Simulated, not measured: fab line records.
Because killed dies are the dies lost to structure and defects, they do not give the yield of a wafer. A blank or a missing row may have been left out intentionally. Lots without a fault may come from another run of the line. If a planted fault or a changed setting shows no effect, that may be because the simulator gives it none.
Chamber matching | flow n5-finfet | N5_BEOL_M3_CO_CAP_55 on cvd-co-02: 3 sister chambers
The step material Co, precursor CCTBA/H2, target thk 2 nm, time 102.1 s. 3 wafers are shown with their chamber, then 7 later ones without.

== EACH WAFER AND ITS CHAMBER ==
wafer  | chamber | heater-power-w (W)
L817.2 | 2       | 232
L820.1 | 0       | 257
L820.2 | 1       | 236

== WAFERS WHOSE CHAMBER IS MISSING ==
wafer  | heater-power-w (W)
L820.4 | 227
L825.1 | 225
L825.3 | 263
L825.4 | 240
L826.1 | 267
L826.3 | 227
L826.6 | 237

== EACH ONE'S CHAMBER ==
wafer  | from the rows above     | in truth
L820.4 | can't be placed: 2 or 1 | 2
L825.1 | can't be placed: 2 or 1 | 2
L825.3 | 0                       | 0
L825.4 | can't be placed: 1 or 2 | 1
L826.1 | 0                       | 0
L826.3 | can't be placed: 2 or 1 | 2
L826.6 | can't be placed: 1 or 2 | 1
Placed correctly: 2 of 7. Not placeable from these rows: 5 (in 5, the candidates include the true chamber). Wrongly placed: 0.
How it was worked out, from the rows above alone: a wafer's distance from a chamber is the root of the sum, over the readings, of the square of ((its reading less the chamber's mean) divided by the reading's scatter). If the next closest chamber is less than 2 further off than the closest, the wafer can't be placed; otherwise it belongs to the closest. The mean given for a chamber averages the wafers shown for that chamber. The scatter: with one shown wafer a chamber, the root of the mean of the squares of how far each hidden wafer lies from its nearest shown one.
